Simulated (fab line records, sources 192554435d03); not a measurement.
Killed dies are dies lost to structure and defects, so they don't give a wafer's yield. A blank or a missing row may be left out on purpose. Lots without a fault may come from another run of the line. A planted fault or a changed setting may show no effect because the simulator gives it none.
Problem report in the 8D (eight disciplines) form, filled by code | flow n5_finfet | the parts of the form that need people (team, actions taken, sign-off) are left out

1. THE PROBLEM
thk_nm at N5_DUMMY_GATE_THK_MEAS_05 reads a mean of 98.3 nm on 1 wafer of 1 lot; wafers without a fault read 72.2 nm with a standard deviation of 1.4. That is +19 standard deviations from the usual mean.
First seen on wafer L349.4, day 4 23:19, on film_metro-01. The record holds 26 wafers of 9 lots with a number at this step. Rule for "out", or "out of limits": more than 4 standard deviations from the usual mean. The other wafers with a number count as sound.

2. WHAT IT IS AND WHAT IT IS NOT
question                    | is               | is not
which readings at this step | thk_nm           | -
which lots                  | L349             | L340, L342, L354, L357, L358, L360, L361, L363
which wafers of those lots  | L349.4           | L349.3
read on which gauges        | film_metro-01    | film_metro-02
when                        | from day 4 23:19 | up to then (7 sound wafers); but 18 sound wafers of L354, L357, L358, L360, L361, L363 came after

3. SUSPECTS, AND WHAT RULES EACH OUT
Counting: a tool at a process step up to the reading stays a suspect if it ran every lot that is out. Sound lots after the first of them don't rule it out here, since some wafers of a struck lot are sound.
- the gauge at N5_DUMMY_GATE_THK_MEAS_05: ruled out. All the wafers that are out were read on film_metro-01, but those of them that N5_DUMMY_GATE_ETCH_44 has rows for are out there too, on other tools.
- cmp-04 at N5_DUMMY_GATE_CMP_04 (polishes a-Si): kept. It ran the lot that is out, L349 (day 4 23:04); its last sound lot up to then is L340 (day 2 18:20).
- Within cmp-04 at N5_DUMMY_GATE_CMP_04: the wafers that are out ran in chamber 2; their sound lot-mates ran in chamber 1.
Left after counting: cmp-04 at N5_DUMMY_GATE_CMP_04.

4. THE CAUSE (what the simulator had put in)
Process parameter drift: cmp-04, from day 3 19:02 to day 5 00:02, at N5_DUMMY_GATE_CMP_04. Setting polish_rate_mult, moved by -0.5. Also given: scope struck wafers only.
Counting left only this tool.

5. THE CHAIN OF EFFECTS, in route order
Each row: a reading whose mean over the struck wafers that have a number lies more than 3 standard deviations from the usual. Only readings for which the record gives a usual standard deviation are gone through. hours: the time from each lot's start at the first step in this table that gives one to its start at this step, as a median over the lots. sigmas: the change in usual standard deviations.
hours | step                      | reading        | usual      | on struck wafers | change | sigmas
0     | N5_DUMMY_GATE_THK_MEAS_05 | thk_nm         | 72.2 nm    | 98.3             | +26.1  | +19
5     | N5_DUMMY_GATE_ETCH_44     | oes_product_au | 0.727 a.u. | 0.850            | +0.123 | +10
28    | N5_SDB_THK_MEAS_31        | SDB_THK        | 64.4 nm    | 90.6             | +26.2  | +19
The process steps in it:
- N5_DUMMY_GATE_ETCH_44: etches poly-Si in HBr/O2, stops on SiO2, target depth 127.5 nm.
Later measuring or inspecting steps at which every struck wafer that the step has a row for has a number for every such reading, and none has moved that far: N5_DUMMY_GATE_CD_MEAS_15, N5_DUMMY_GATE_INSPECT_17, N5_BEOL_M4_RC_MEAS_101.

6. WHAT WOULD HAVE CAUGHT IT SOONER
In this record the first reading out of limits at a measuring or inspecting step was taken at day 4 23:19, 28 hours after the fault began at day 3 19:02.
Of the tool readings at N5_DUMMY_GATE_CMP_04 for which the record gives a usual standard deviation, none was out on any struck wafer, so an alarm limit of 4 standard deviations on them would not have fired.
All the lots that are out (1) had begun N5_DUMMY_GATE_CMP_04 on cmp-04 by day 4 23:19. A hold on the tool at that time would have spared none of them.
